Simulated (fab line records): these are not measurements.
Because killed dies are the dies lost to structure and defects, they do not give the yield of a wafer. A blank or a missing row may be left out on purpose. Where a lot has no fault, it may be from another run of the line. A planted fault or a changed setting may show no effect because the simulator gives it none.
The same fault as seen by 3 desks ; flow n5-finfet ; every desk sees just its own numbers, and what lay behind them comes last

== THE DEFECT DESK ==
Lot by lot, what the route's inspections counted, given as the mean of those sampled wafers with a number. If a lot's mean is further than 4 standard deviations from the usual mean, the lot is out of limits and carries the mark OUT (the distance appears in the brackets).
Columns: A = raw-defect-count at N5_BEOL_M15_INSPECT_55, usual 71
lot;first seen here;A
L354;day 15 01:14;84
L360;day 16 12:37;74
L361;day 16 13:52;76
L368;day 19 01:02;130
L375;day 20 05:14;71
This desk found nothing out of limits on any of the 5 lots.

== TOOL OWNER'S DESK, ald-hk-01 ==
The tool's own readings at N5_MIM_TOP_ALD_01 (deposits HfO2, target thk 5.6 nm, pulse time 1 s, purge time 3 s): means of the sampled wafers that have a number, for each lot that ran on this tool. If a lot's mean is further than 4 standard deviations from the usual mean, the lot is out of limits and carries the mark OUT (the distance appears in the brackets).
Columns: A = precursor-pulse-height-rel at N5_MIM_TOP_ALD_01, usual 1.001
lot;first seen here;A
L354;day 15 03:00;1.000
L360;day 16 15:00;1.007
This desk found nothing out of limits on any of the 2 lots.

== AT THE METROLOGY DESK ==
Means of the sampled wafers that have a number, per lot and without regard to the tool the lot ran on: this is what the gauges read. If a lot's mean is further than 4 standard deviations from the usual mean, the lot is out of limits and carries the mark OUT (the distance appears in the brackets). It has 25 readings; the 7 that lie furthest out on some lot are the ones shown.
Columns: A = M15_THK at N5_BEOL_M15_THK_MEAS_50, usual 872 nm; B = M15_RS at N5_BEOL_M15_RS_MEAS_54, usual 0.0214 ohm/sq; C = COMB_M15 at N5_BEOL_M15_RC_MEAS_101, usual 2.3e-12 S/m; D = SERP_M14 at N5_BEOL_M15_RC_MEAS_101, usual 0.163 ohm/um; E = SERP_M5 at N5_BEOL_M15_RC_MEAS_101, usual 38.1 ohm/um; F = SERP_M7 at N5_BEOL_M15_RC_MEAS_101, usual 13.7 ohm/um; G = SERP_M9 at N5_BEOL_M15_RC_MEAS_101, usual 2.98 ohm/um
lot;first seen here;A;B;C;D;E;F;G
L354;day 15 01:05;886;0.0210;2.1e-12;0.163;41.0;14.2;2.97
L360;day 16 12:27;862;0.0216;2.5e-12;0.165;37.8;12.5;3.09
L361;day 16 13:41;860;0.0215;4.3e-12;0.166;38.9;13.8;3.00
L368;day 19 00:53;912;0.0205;1.9e-12;0.153;37.2;14.2;2.82
L375;day 20 05:05;870;0.0214;2.2e-12;0.164;38.9;13.7;2.88
This desk found nothing out of limits on any of the 5 lots.

== PUT TOGETHER ==
Nothing the defect desk looked at was out of limits.
The tool owner's desk saw nothing out of limits.
Nothing out of limits was seen by the metrology desk.

== WHAT HAD BEEN PUT IN BY THE SIMULATOR ==
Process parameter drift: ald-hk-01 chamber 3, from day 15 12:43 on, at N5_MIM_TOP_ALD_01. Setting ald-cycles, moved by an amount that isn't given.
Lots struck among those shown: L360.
